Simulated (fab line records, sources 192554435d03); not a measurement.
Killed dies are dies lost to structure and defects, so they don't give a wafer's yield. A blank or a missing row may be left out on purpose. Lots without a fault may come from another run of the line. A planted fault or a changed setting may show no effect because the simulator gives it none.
fab line records | flow n5_finfet
record lots=7 wafers=39
route steps=1938 shown BEOL_M6@1239 BEOL_M7@1305
start_h: hours from the record's first day to the start of the lot's first wafer shown | wait_h: hours since the lot's step before | " the same as in the row above | L1.1+2: a row that stands for several wafers | - no value, or no start given | * or withheld: withheld | < > ~ a bound
route shown NAME@n: a module of which the file shows steps, and the number in the route of the first | usual: mean/standard deviation of fault-free wafers | same: alike in all rows | chamber/n: place in a boat | sites: the reading at each site | _std_site: their standard deviation | _edge_site: outer sites' mean less inner sites' | radius_mm: how far each site lies from the wafer's centre | mask NAME#n: copy n | behind: the tool/chamber that last shaped the wafer | hold: why the lot was held/for how many hours/how that ended | device: the transistor (n, p or np) that didn't switch | end of line: the same wafers' tests at the end of the route | a step without rows: its recipe alone | killed: dies lost to structure and defects at the first sort, not the wafer's yield | map: a wafer's dies, x killed, . not, _ none there
set.NAME: the setting as run; set.NAME@STEP: as run at that earlier step | model.NAME: the simulator's own value behind a step, which no gauge read
lots whose settings were changed on purpose; a table a step, a row a wafer
## steps
# step N5_BEOL_M6_TRENCH_ETCH_37
# recipe chemistry=C4F6/O2 target_depth_a=944.35 target=SiCOH_lowk time_s=31.5 ion_energy_ev=250 pressure_mtorr=30 source_w=345 bias_w=185 Ar_flow_sccm=300 C4F6_flow_sccm=10 O2_flow_sccm=10
# columns lot.wafer tool chamber start_h wait_h set.time_s model.BEOL_M6.feature_depth_nm model.etch.depth_nm model.TiN_of_BEOL_M6_HM_DEP_02.thk_nm
L076.1 rie_diel-06 3 - - 31.5 93.4 93.37 16.8
L076.2 " 0 " " 31.5 95 94.91 17
L076.3 " 2 " " 31.5 95.6 95.62 16.8
L076.4 " 0 " " 31.5 95.2 95.29 17
L076.5 " 2 " " 31.5 96.2 96.22 16.8
L076.6 " 3 " " 31.5 93.4 93.42 17
L082.1 rie_diel-06 2 - - 31.5 95.2 95.19 17.2
L082.2 " 1 " " 31.5 94.2 94.17 17.2
L082.3 " 0 " " 49.89 151.4 151.4 15.8
L082.4 " 2 " " 49.89 151.2 151.2 15.8
L082.5 " 1 " " 31.5 92.8 92.85 17.4
L082.6 " 0 " " 49.89 150.6 150.5 15.6
L086.1 rie_diel-01 0 - - 46.24 140.2 140.1 15.8
L086.2 " 2 " " 31.5 95.4 95.31 17
L086.3 " 1 " " 31.5 95.4 95.43 17.2
L086.4 " 3 " " 46.24 141 140.9 15.8
L086.5 " 3 " " 46.24 139.4 139.5 15.8
L086.6 " 2 " " 31.5 95 95.04 17.2
L088.1 rie_diel-01 1 - - 31.5 96 95.94 16.8
L088.2 " 0 " " 31.5 95.6 95.54 17.2
L088.3 " 3 " " 31.5 95.4 95.38 17
L088.4 " 2 " " 31.5 94.4 94.49 17
L088.5 " 2 " " 31.5 94.8 94.73 17
L088.6 " 3 " " 31.5 94.8 94.83 16.8
L089.1 rie_diel-01 0 - - 31.5 95.8 95.7 17
L089.2 " 1 " " 17.32 52.8 52.72 18.2
L089.3 " 3 " " 17.32 52 51.97 18.2
L089.4 " 2 " " 17.32 52.4 52.32 18.2
L089.5 " 3 " " 31.5 95.6 95.67 17
L089.6 " 0 " " 31.5 96.4 96.4 17
L091.1 rie_diel-02 2 - - 31.5 95 95.08 17.2
L091.2+3 " 3,0 " " 41.03 123.2 123.2 16.4
L091.4 " 1 " " 41.03 123.2 123.2 16.6
L091.5 " 3 " " 31.5 94.8 94.8 17.4
L091.6 " 0 " " 31.5 94.4 94.37 17.2
L095.4 rie_diel-06 3 - - 31.5 95.4 95.44 17.4
L095.5 " 3 " " 31.5 94.6 94.69 17.2
L095.6 " 2 " " 31.5 94.4 94.38 17.4
# step N5_BEOL_M6_ETCH_41
# recipe chemistry=CH3F/O2 target=SiCN target_depth_a=297 taper_deg=2 time_s=52 ion_energy_ev=120 mask_material=TiN pressure_mtorr=30 source_w=395 bias_w=75 Ar_flow_sccm=150 CH3F_flow_sccm=30 O2_flow_sccm=20
# step N5_BEOL_M6_STRIP_80
# recipe chemistry=N2/H2 time_s=10 power_w=450 temp_c=40 pressure_mtorr=20 rf_frequency_hz=6e+07 bias_power_w=7 n2_flow_sccm=200 h2_flow_sccm=200
# step N5_BEOL_M6_OCD_MEAS_38
# usual trench_depth_nm=95.0/0.97
# columns lot.wafer tool chamber start_h wait_h set.time_s@BEOL_M6_TRENCH_ETCH_37 trench_depth_nm
L076.1 ocd-01 - 191.04 - 31.5 93.3
L076.2 " - " " 31.5 95.3
L076.3 " - " " 31.5 95.4
L076.4 " - " " 31.5 95.3
L076.5 " - " " 31.5 96.3
L076.6 " - " " 31.5 93.4
L082.1 ocd-01 - 244.71 - 31.5 95.3
L082.2 " - " " 31.5 94.1
L082.3 " - " " 49.89 151.2
L082.4 " - " " 49.89 151.5
L082.5 " - " " 31.5 92.9
L082.6 " - " " 49.89 150.2
L086.1 ocd-01 - 281.31 - 46.24 140.6
L086.2 " - " " 31.5 95.3
L086.3 " - " " 31.5 95.5
L086.4 " - " " 46.24 141.2
L086.5 " - " " 46.24 139.4
L086.6 " - " " 31.5 95.3
L088.1 ocd-01 - 283.49 - 31.5 95.4
L088.2 " - " " 31.5 95.6
L088.3 " - " " 31.5 95.8
L088.4 " - " " 31.5 94.4
L088.5 " - " " 31.5 94.6
L088.6 " - " " 31.5 94.7
L089.1 ocd-02 - 289.59 - 31.5 96.0
L089.2 " - " " 17.32 52.4
L089.3 " - " " 17.32 52.3
L089.4 " - " " 17.32 52.6
L089.5 " - " " 31.5 96.2
L089.6 " - " " 31.5 96.3
L091.1 ocd-01 - 305.74 - 31.5 94.9
L091.2 " - " " 41.03 123.0
L091.3 " - " " 41.03 122.7
L091.4 " - " " 41.03 123.4
L091.5 " - " " 31.5 94.5
L091.6 " - " " 31.5 94.7
L095.4 ocd-02 - 317.47 - 31.5 95.3
L095.5 " - " " 31.5 94.8
L095.6 " - " " 31.5 94.5
# step N5_BEOL_M6_HM_STRIP_39
# recipe chemistry=peroxide_tin_strip material=TiN target_depth_a=250 temp_c=50 time_s=158
# step N5_BEOL_M6_SRD_40
# recipe time_s=30 temp_c=23 rinse_liquid=diw dry=ipa_marangoni
# step N5_BEOL_M6_ECD_50
# recipe material=Cu target_thk_a=3000
# step N5_BEOL_M6_ANNEAL_51
# recipe temp_c=225 time_s=90 ambient=N2
# step N5_BEOL_M6_CMP_52
# recipe stop_on=SiCOH_lowk t_overpolish_s=6.9 down_force_psi=1 platen_rpm=50 clearing_platen_down_force_psi=1.5 clearing_platen_rpm=50 post_cmp_clean=cu_alkaline target_thk_nm=80 clearing_platen_pad_velocity_m_s=0.99484 pad_velocity_m_s=0.99484
# columns lot.wafer tool chamber start_h wait_h set.time_s@BEOL_M6_TRENCH_ETCH_37 model.Cu_of_BEOL_M6_ECD_50.thk_nm
L076.4+2 cmp-04 1,3 193.37 0.1 31.5 80
L076.1 " 2 " " 31.5 78.8
L076.3 " 0 " " 31.5 81
L076.5 " 1 " " 31.5 80.2
L076.6 " 2 " " 31.5 77.2
L082.4 cmp-03 0 248.08 0.1 49.89 137.4
L082.2 " 1 " " 31.5 79.6
L082.3 " 2 " " 49.89 137
L082.1 " 3 " " 31.5 79.4
L082.6 " 0 " " 49.89 135.8
L082.5 " 1 " " 31.5 78
L086.4 cmp-03 2 284.41 0.1 46.24 127.4
L086.2 " 3 " " 31.5 79.2
L086.3+6 " 0,2 " " 31.5 80.6
L086.1 " 1 " " 46.24 126.4
L086.5 " 3 " " 46.24 124.6
L088.3 cmp-03 0 285.22 0.2 31.5 82
L088.2+4 " 1,2 " " 31.5 81
L088.1 " 3 " " 31.5 82.4
L088.6 " 0 " " 31.5 81.6
L088.5 " 1 " " 31.5 80
L089.3+4 cmp-02 1,3 293.21 0.2 17.32 36.8
L089.1 " 2 " " 31.5 80
L089.2 " 0 " " 17.32 35.6
L089.5 " 1 " " 31.5 80.4
L089.6 " 2 " " 31.5 79.8
L091.4 cmp-02 2 307.88 0.1 41.03 106.8
L091.1 " 3 " " 31.5 79.6
L091.2 " 0 " " 41.03 109
L091.3 " 1 " " 41.03 107.2
L091.6 " 2 " " 31.5 78.4
L091.5 " 3 " " 31.5 80.4
L095.4 cmp-03 3 319.65 0.1 31.5 78.8
L095.5 " 3 " " 31.5 77.6
L095.6 " 0 " " 31.5 77
# step N5_BEOL_M6_THK_MEAS_53
# recipe thk_meas_gauge=xrf reads=Cu_of_BEOL_M6_ECD_50
# usual M6_THK=80.4/1.7
# columns lot.wafer tool chamber start_h wait_h set.time_s@BEOL_M6_TRENCH_ETCH_37 M6_THK[nm]
L076.1 film_metro-02 - 193.67 - 31.5 79.7
L076.2 " - " " 31.5 81.2
L076.3 " - " " 31.5 82.1
L076.4 " - " " 31.5 81.1
L076.5 " - " " 31.5 81.5
L076.6 " - " " 31.5 78.6
L082.1 film_metro-01 - 248.38 - 31.5 80.0
L082.2 " - " " 31.5 79.9
L082.3 " - " " 49.89 137.9
L082.4 " - " " 49.89 138.2
L082.5 " - " " 31.5 78.5
L082.6 " - " " 49.89 135.9
L086.1 film_metro-02 - 284.70 - 46.24 126.8
L086.2 " - " " 31.5 79.6
L086.3 " - " " 31.5 80.6
L086.4 " - " " 46.24 127.7
L086.5 " - " " 46.24 124.9
L086.6 " - " " 31.5 80.7
L088.1 film_metro-02 - 285.52 - 31.5 83.8
L088.2 " - " " 31.5 82.1
L088.3 " - " " 31.5 83.2
L088.4 " - " " 31.5 81.8
L088.5 " - " " 31.5 81.2
L088.6 " - " " 31.5 83.0
L089.1 film_metro-02 - 293.50 - 31.5 80.3
L089.2 " - " " 17.32 35.7
L089.3 " - " " 17.32 36.7
L089.4 " - " " 17.32 36.7
L089.5 " - " " 31.5 80.3
L089.6 " - " " 31.5 80.2
L091.1 film_metro-02 - 308.17 - 31.5 79.9
L091.2 " - " " 41.03 109.4
L091.3 " - " " 41.03 107.4
L091.4 " - " " 41.03 107.4
L091.5 " - " " 31.5 80.8
L091.6 " - " " 31.5 78.9
L095.4 film_metro-01 - 319.94 - 31.5 79.7
L095.5 " - " " 31.5 77.9
L095.6 " - " " 31.5 77.6
# step N5_BEOL_M6_PRE_CLEAN_55
# recipe gas=NH3 time_s=15 temp_c=withheld rf_power_w=300
# step N5_BEOL_M6_DEP_56
# recipe material=SiCN target_thk_a=100 temp_c=withheld precursor=3MS/NH3 pressure_torr=3 rf_w=202 time_s=17.5
# step N5_BEOL_M6_RS_MEAS_57
# recipe thk_meas_gauge=four-point-probe reads=Cu_of_BEOL_M6_ECD_50+Co_of_BEOL_M6_CVD_78+TaN_of_BEOL_M6_ALD_77
# usual M6_RS=0.286/0.0065
# columns lot.wafer tool chamber start_h wait_h set.time_s@BEOL_M6_TRENCH_ETCH_37 M6_RS[ohm/sq]
L076.1 film_metro-01 - 193.80 0.1 31.5 0.291
L076.2 " - " " 31.5 0.286
L076.3 " - " " 31.5 0.281
L076.4 " - " " 31.5 0.286
L076.5 " - " " 31.5 0.285
L076.6 " - " " 31.5 0.298
L082.1 film_metro-01 - 248.54 0.1 31.5 0.289
L082.2 " - " " 31.5 0.288
L082.3 " - " " 49.89 0.155
L082.4 " - " " 49.89 0.155
L082.5 " - " " 31.5 0.294
L082.6 " - " " 49.89 0.156
L086.1 film_metro-02 - 284.85 0.1 46.24 0.169
L086.2 " - " " 31.5 0.289
L086.3 " - " " 31.5 0.283
L086.4 " - " " 46.24 0.168
L086.5 " - " " 46.24 0.172
L086.6 " - " " 31.5 0.283
L088.1 film_metro-02 - 285.68 0.1 31.5 0.276
L088.2 " - " " 31.5 0.281
L088.3 " - " " 31.5 0.278
L088.4 " - " " 31.5 0.282
L088.5 " - " " 31.5 0.285
L088.6 " - " " 31.5 0.279
L089.1 film_metro-02 - 293.63 0.1 31.5 0.285
L089.2 " - " " 17.32 0.782
L089.3 " - " " 17.32 0.748
L089.4 " - " " 17.32 0.748
L089.5 " - " " 31.5 0.283
L089.6 " - " " 31.5 0.286
L091.1 film_metro-02 - 308.30 0.1 31.5 0.287
L091.2 " - " " 41.03 0.200
L091.3 " - " " 41.03 0.203
L091.4 " - " " 41.03 0.204
L091.5 " - " " 31.5 0.283
L091.6 " - " " 31.5 0.293
L095.4 film_metro-01 - 320.07 0.0 31.5 0.290
L095.5 " - " " 31.5 0.296
L095.6 " - " " 31.5 0.299
# step N5_BEOL_M7_VIA_ETCH_34
# recipe chemistry=C4F6/O2 target=SiCOH_lowk target_depth_a=1255 mask_material=SOC taper_deg=4 time_s=50.5 ion_energy_ev=250 pressure_mtorr=30 source_w=345 bias_w=185 Ar_flow_sccm=300 C4F6_flow_sccm=10 O2_flow_sccm=10
# columns lot.wafer tool chamber start_h wait_h set.time_s model.etch.depth_nm model.SOC_of_BEOL_M7_COAT_63.thk_nm
L076.1 rie_diel-03 3 199.70 0.0 50.5 124.8 54.2
L076.2 " 1 " " 59.46 151.5 52.8
L076.3 " 0 " " 50.5 125.7 54.2
L076.4 " 2 " " 50.5 125.1 54
L076.5 " 1 " " 59.46 151 53
L076.6 " 0 " " 59.46 146 53.4
L082.1 rie_diel-03 1 251.77 0.0 50.5 129.1 53.6
L082.2 " 0 " " 50.5 126.1 53.8
L082.3 " 2 " " 50.5 126.6 53.8
L082.4 " 3 " " 50.5 126.3 54
L082.5 " 0 " " 50.5 125.6 54
L082.6 " 3 " " 50.5 127.5 54.2
L086.1 rie_diel-04 3 289.43 0.0 50.5 124 54
L086.2 " 1 " " 50.5 126.1 53.6
L086.3 " 2 " " 50.5 126 54
L086.4 " 0 " " 50.5 127.6 53.6
L086.5 " 1 " " 50.5 125.8 53.8
L086.6 " 2 " " 50.5 125 54
L088.1 rie_diel-03 1 290.15 0.0 50.5 127.3 53.6
L088.2 " 3 " " 50.5 125.4 53.8
L088.3 " 0 " " 35.32 86.6 55.8
L088.4 " 2 " " 50.5 125.4 53.6
L088.5 " 2 " " 35.32 87.88 55.4
L088.6 " 1 " " 35.32 88.77 55.6
L089.1 rie_diel-03 2 299.75 0.0 50.5 127.4 53.4
L089.2 " 1 " " 50.5 128.7 53.6
L089.3 " 3 " " 50.5 127.1 53.6
L089.4 " 0 " " 29.73 74.48 56.2
L089.5 " 2 " " 29.73 74.79 56.2
L089.6 " 3 " " 29.73 74.58 56.2
L091.1 rie_diel-03 0 311.26 0.0 50.5 124.6 54.4
L091.2 " 1 " " 50.5 130 53.8
L091.3 " 2 " " 50.5 127.3 54
L091.4 " 2 " " 50.5 126.4 54
L091.5 " 1 " " 50.5 128 54
L091.6 " 0 " " 50.5 125.7 54.2
L095.4 rie_diel-05 3 325.75 0.0 50.5 127 53.8
L095.5 " 3 " " 50.5 127.3 54
L095.6 " 0 " " 50.5 123.8 54
## key
split step=N5_BEOL_M6_TRENCH_ETCH_37 setting=time_s stated=31.5 by=wafer
response step=N5_BEOL_M6_TRENCH_ETCH_37 reading=model.BEOL_M6.feature_depth_nm change=+0.966 per=1% r=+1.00
response step=N5_BEOL_M6_TRENCH_ETCH_37 reading=model.etch.depth_nm change=+0.966 per=1% r=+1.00
response step=N5_BEOL_M6_TRENCH_ETCH_37 reading=model.TiN_of_BEOL_M6_HM_DEP_02.thk_nm change=-0.0269 per=1% r=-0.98
response step=N5_BEOL_M6_OCD_MEAS_38 reading=trench_depth_nm change=+0.966 per=1% r=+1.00
response step=N5_BEOL_M6_CMP_52 reading=model.Cu_of_BEOL_M6_ECD_50.thk_nm change=+0.977 per=1% r=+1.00
response step=N5_BEOL_M6_THK_MEAS_53 reading=M6_THK change=+0.98 per=1% r=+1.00
response step=N5_BEOL_M6_RS_MEAS_57 reading=M6_RS shape=bent at_lowest=0.759 at_stated=0.287 at_highest=0.155
split step=N5_BEOL_M7_VIA_ETCH_34 setting=time_s stated=50.5 by=wafer
response step=N5_BEOL_M7_VIA_ETCH_34 reading=model.etch.depth_nm change=+1.29 per=1% r=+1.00
response step=N5_BEOL_M7_VIA_ETCH_34 reading=model.SOC_of_BEOL_M7_COAT_63.thk_nm change=-0.0642 per=1% r=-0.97
